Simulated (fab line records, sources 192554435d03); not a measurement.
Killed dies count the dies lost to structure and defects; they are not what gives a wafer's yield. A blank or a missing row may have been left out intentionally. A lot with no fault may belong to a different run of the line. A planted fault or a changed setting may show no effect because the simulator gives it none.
One fault through the eyes of 2 desks | flow n5-finfet | each desk holds nothing but its own numbers, with what lay behind them at the end

METROLOGY DESK
Lot by lot, what the gauges showed, no matter which tool ran the lot: averages of those sampled wafers that carry a number. A lot is out of limits, marked OUT, if its mean lies more than 4 standard deviations from the usual mean; the brackets give that distance.
Columns: A = cd-nm at N5_PASSIVATION_CD_MEAS_10, usual 3000.1 nm
lot  | first seen here | A
L457 | day 11 19:51    | 3001.2
L460 | day 12 11:10    | 3000.8
L458 | day 12 16:19    | 3002.4
L459 | day 12 16:41    | 3002.1
L462 | day 12 21:06    | 3000.0
L465 | day 13 07:20    | 3003.6
L471 | day 15 10:33    | 3000.3
L472 | day 16 01:04    | 2999.0
L475 | day 16 14:17    | 3000.2
L474 | day 17 00:07    | 3002.3
L477 | day 17 02:31    | 3000.8
L476 | day 17 07:14    | 2997.9
This desk's verdict: no lot among the 12 shows anything out of limits.

AT THE TOOL OWNER'S DESK: plasma-asher-02
The tool's own readings at N5_HKMG_FIN_STRIP_69 (strips in N2/H2, time 360 s): means of the sampled wafers that have a number, for each lot that ran on this tool. A lot is out of limits, marked OUT, if its mean lies more than 4 standard deviations from the usual mean; the brackets give that distance.
Columns: A = drypump-motor-current-A at N5_HKMG_FIN_STRIP_69, usual 5.8 A; B = heater-power-w at N5_HKMG_FIN_STRIP_69, usual 497 W
lot  | first seen here | A   | B
L457 | day 4 18:13     | 5.9 | 476
L458 | day 4 21:17     | 5.9 | 474
L459 | day 4 22:57     | 5.9 | 513
L460 | day 5 07:05     | 5.9 | 442
L472 | day 8 05:05     | 5.9 | 508
L474 | day 8 17:14     | 5.9 | 474
L475 | day 9 01:58     | 5.8 | 509
L477 | day 9 11:40     | 5.9 | 514
This desk's verdict: no lot among the 8 shows anything out of limits.

TAKEN TOGETHER
The metrology desk saw nothing out of limits.
The desk of the tool owner found nothing out of limits.

WHAT THE SIMULATOR HAD INSERTED
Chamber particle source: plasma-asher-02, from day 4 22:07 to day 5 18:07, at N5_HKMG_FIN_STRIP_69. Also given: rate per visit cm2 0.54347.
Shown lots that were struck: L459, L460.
